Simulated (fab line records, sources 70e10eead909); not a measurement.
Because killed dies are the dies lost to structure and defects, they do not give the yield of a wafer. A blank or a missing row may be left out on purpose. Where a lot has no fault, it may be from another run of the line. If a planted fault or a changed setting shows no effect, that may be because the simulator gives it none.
Which tool was responsible? ; flow nand harc ; 39 wafers from 13 lots sampled at 4 of the route's 1302 steps

== WHAT THE GAUGES SHOWED, per wafer ==
NHARC_A_M1_OVL_MEAS_10: pitch 240 nm.
lot;measured;on;overlay x nm (nm);overlay y nm (nm)
L275;day 23 14:35;overlay-01;-1.2 -1.5 -1.4;0.2 -0.6 0.4
L276;day 24 04:45;overlay-01;-0.2 -0.3 -0.6;0.3 -0.2 -0.1
L281;day 26 01:33;overlay-01;-0.5 -0.7 0.1;-0.6 -0.2 -0.7
L284;day 26 21:32;overlay-02;-0.3 -0.5 -0.2;1.4 1.7 1.2
L286;day 27 06:17;overlay-01;0.7 0.7 0.2;0.3 0.5 0.1
L285;day 27 07:56;overlay-01;0.4 -0.2 -0.1;-0.2 -0.3 0.0
L290;day 29 14:51;overlay-02;-0.7 -0.6 -0.8;-0.9 -0.6 -1.0
L291;day 30 04:04;overlay-02;0.0 0.4 -0.5;-1.2 -1.4 -1.3
L292;day 30 13:23;overlay-01;0.5 0.4 -0.1;0.4 0.6 0.6
L293;day 30 21:24;overlay-02;0.8 0.1 0.4;0.2 -0.2 0.0
L296;day 31 20:27;overlay-02;0.3 0.5 0.6;-0.3 -0.3 0.3
L295;day 32 23:47;overlay-02;-1.5 -1.4 -1.5;-0.7 -0.2 -0.8
L297;day 33 12:56;overlay-02;0.2 0.3 0.3;0.7 1.2 0.7

NHARC_END_SORT_01.
lot;measured;on;defect limited yield (%);killed at array;killed at other;killed at periphery;killed dies;killed open;killed short;sort_bin_2_pct (%);sort_bin_3_pct (%);sort_bin_4_pct (%);sort n pass;sort rim yield pct (%);sort yield pct (%)
L276;day 25 17:45;prober-01;88.2 91.3 87.9;77 49 78;0 1 0;3 9 4;80 59 82;4 7 1;3 2 5;4.6 3.2 4.9;1.8 0.7 0.7;5.5 4.7 6.5;597 618 595;90 78 93;88.2 91.3 87.9
L281;day 27 15:32;prober-01;92.9 92.8 95.4;44 45 29;0 2 0;4 2 2;48 49 31;0 2 1;2 4 2;2.2 2.5 1.6;1.0 0.1 0.4;3.8 4.6 2.5;629 628 646;86 89 88;92.9 92.8 95.4
L284;day 28 08:25;prober-01;0 0 0;671 673 668;1 0 1;5 4 8;677 677 677;4 2 6;7 8 1;95.4 96.6 95.6;0 0.6 0.7;4.6 2.8 3.7;0 0 0;0 0 0;0 0 0
L286;day 28 21:28;prober-01;0 0 0;676 672 676;1 3 0;0 2 1;677 677 677;1 8 6;1 7 2;98.4 96.0 97.3;0 0.3 0.1;1.6 3.7 2.5;0 0 0;0 0 0;0 0 0
L290;day 31 01:42;prober-01;88.9 88.2 89.2;66 70 69;1 0 0;8 10 4;75 80 73;0 2 5;2 4 2;4.1 3.5 2.4;1.3 1.3 1.5;5.6 6.9 6.9;602 597 604;91 88 79;88.9 88.2 89.2
L291;day 31 16:23;prober-02;93.2 93.9 95.4;42 40 29;0 0 0;4 1 2;46 41 31;4 0 2;3 2 4;2.1 1.8 1.9;0.7 0.4 0.6;4.0 3.8 2.1;631 636 646;91 91 92;93.2 93.9 95.4
L292;day 31 23:45;prober-01;91.7 92.3 91.4;42 39 38;4 2 6;10 11 14;56 52 58;2 5 4;1 3 1;2.5 3.1 2.4;0.3 0.6 0.3;5.5 4.0 5.9;621 625 619;90 88 87;91.7 92.3 91.4
L293;day 32 16:56;prober-01;93.1 93.6 93.5;40 40 41;3 0 0;4 3 3;47 43 44;4 4 0;0 4 2;2.2 1.9 1.6;0.3 0.6 0.9;4.4 3.8 4.0;630 634 633;87 90 89;93.1 93.6 93.5
L296;day 33 12:05;prober-02;93.6 92.9 92.9;35 45 42;0 0 0;8 3 6;43 48 48;4 0 0;4 1 2;1.8 3.0 2.2;0.3 0.3 0.4;4.3 3.8 4.4;634 629 629;87 91 92;93.6 92.9 92.9
L295;day 34 13:04;prober-01;94.1 95.1 93.5;36 31 42;0 0 1;4 2 1;40 33 44;0 4 5;1 5 4;2.5 1.6 2.5;0.9 0.6 0.3;2.5 2.7 3.7;637 644 633;83 91 84;94.1 95.1 93.5

== EACH LOT AND THE TOOL THAT RAN IT (in order: tool; ch and the chambers of the sampled wafers; start) ==
lot;NHARC_A_M1_PVD_21;NHARC_A_M1_PRE_CLEAN_32
L275;pvd sputter-02, day 23 15:56;pecvd-04 ch 0,1,2, day 23 17:22
L276;pvd sputter-02, day 24 06:06;pecvd-01 ch 0,1,2, day 24 07:32
L281;pvd sputter-03, day 26 02:55;pecvd-02 ch 1,2, day 26 04:19
L284;pvd sputter-02, day 26 22:53;pecvd-04 ch 0,1,2, day 27 00:36
L286;pvd sputter-01, day 27 07:42;pecvd-01 ch 0,2, day 27 09:07
L285;pvd sputter-01, day 27 09:17;pecvd-01 ch 0,2, day 27 10:42
L290;pvd sputter-01, day 29 16:14;pecvd-01 ch 1,2, day 29 17:36
L291;pvd sputter-02, day 30 05:28;pecvd-01 ch 0,2, day 30 06:52
L292;pvd sputter-02, day 30 14:45;pecvd-01 ch 0,1, day 30 16:07
L293;pvd sputter-02, day 30 22:45;pecvd-01 ch 1,2, day 31 00:10
L296;pvd sputter-01, day 31 21:48;pecvd-04 ch 0,1,2, day 31 23:12
L295;pvd sputter-03, day 33 01:08;pecvd-04 ch 0,1,2, day 33 02:34
L297;pvd sputter-02, day 33 14:17;pecvd-01 ch 1,2, day 33 15:40
- NHARC_A_M1_PVD_21: deposits Cu, target thk 30 nm, time 20.49 s.
- NHARC_A_M1_PRE_CLEAN_32: time 12 s.

== WHAT THE TOOLS THEMSELVES READ (means of the sampled wafers that have a number; where no wafer has one, the mark that the record gives instead) ==
NHARC_A_M1_PVD_21.
lot;tool;cathode dc power W (W);chamber pressure pa (Pa);throttle valve pct (%)
L275;pvd sputter-02;5000.4;4.999;29.9
L276;pvd sputter-02;4999.9;5.005;30.0
L281;pvd sputter-03;4999.4;4.995;29.2
L284;pvd sputter-02;-;-;-
L286;pvd sputter-01;-;-;-
L285;pvd sputter-01;5000.7;4.987;30.0
L290;pvd sputter-01;4999.9;4.990;29.5
L291;pvd sputter-02;5000.4;4.992;30.1
L292;pvd sputter-02;5000.3;4.993;30.0
L293;pvd sputter-02;5000.5;5.003;31.9
L296;pvd sputter-01;5000.8;5.000;30.0
L295;pvd sputter-03;5000.5;5.001;31.6
L297;pvd sputter-02;4999.9;4.993;30.2

NHARC_A_M1_PRE_CLEAN_32.
lot;tool;heater power w (W)
L275;pecvd-04;733
L276;pecvd-01;677
L281;pecvd-02;663
L284;pecvd-04;745
L286;pecvd-01;654
L285;pecvd-01;718
L290;pecvd-01;590
L291;pecvd-01;737
L292;pecvd-01;765
L293;pecvd-01;555
L296;pecvd-04;705
L295;pecvd-04;708
L297;pecvd-01;567

== THE ANSWER, worked out from the rows above alone ==
Rule: the lots themselves supply what counts as usual. Put in order of their means at a reading, lots are off if they are a third of the lots or fewer, leave a main group of 4 or more, and stand apart from it by a gap of 3 or more times the standard deviation of the main group's means; of several such gaps the widest counts. A main group is skipped when, at the precision printed for the reading in the tables above, its means are all equal. A lot without any number at a reading at which 4 lots or more have one is off too. Any other lot the step has rows for is counted as sound. The gauges are gone through in route order, then the tools' own readings, and for those a lot's mean is taken as printed above. At the first step where some lot is off, the reading lying furthest off is the one used; lots without a number count as furthest.
Off at NHARC_END_SORT_01 (sort_bin_2_pct): L284, L286. The main group: mean 2.6 %, standard deviation 0.76. Neither off nor sound, because the step has no rows for them: L275, L285, L297.
If a tool, at a process step before that reading, ran all the lots that are off and no sound lot after the first of them, it fits. The gauges at NHARC_END_SORT_01 aren't tried: what is off there is off at NHARC_A_M1_PVD_21 too, on other tools, and a gauge's error can't cause that. None of those tried fits.

== WHAT HAD BEEN PUT IN BY THE SIMULATOR ==
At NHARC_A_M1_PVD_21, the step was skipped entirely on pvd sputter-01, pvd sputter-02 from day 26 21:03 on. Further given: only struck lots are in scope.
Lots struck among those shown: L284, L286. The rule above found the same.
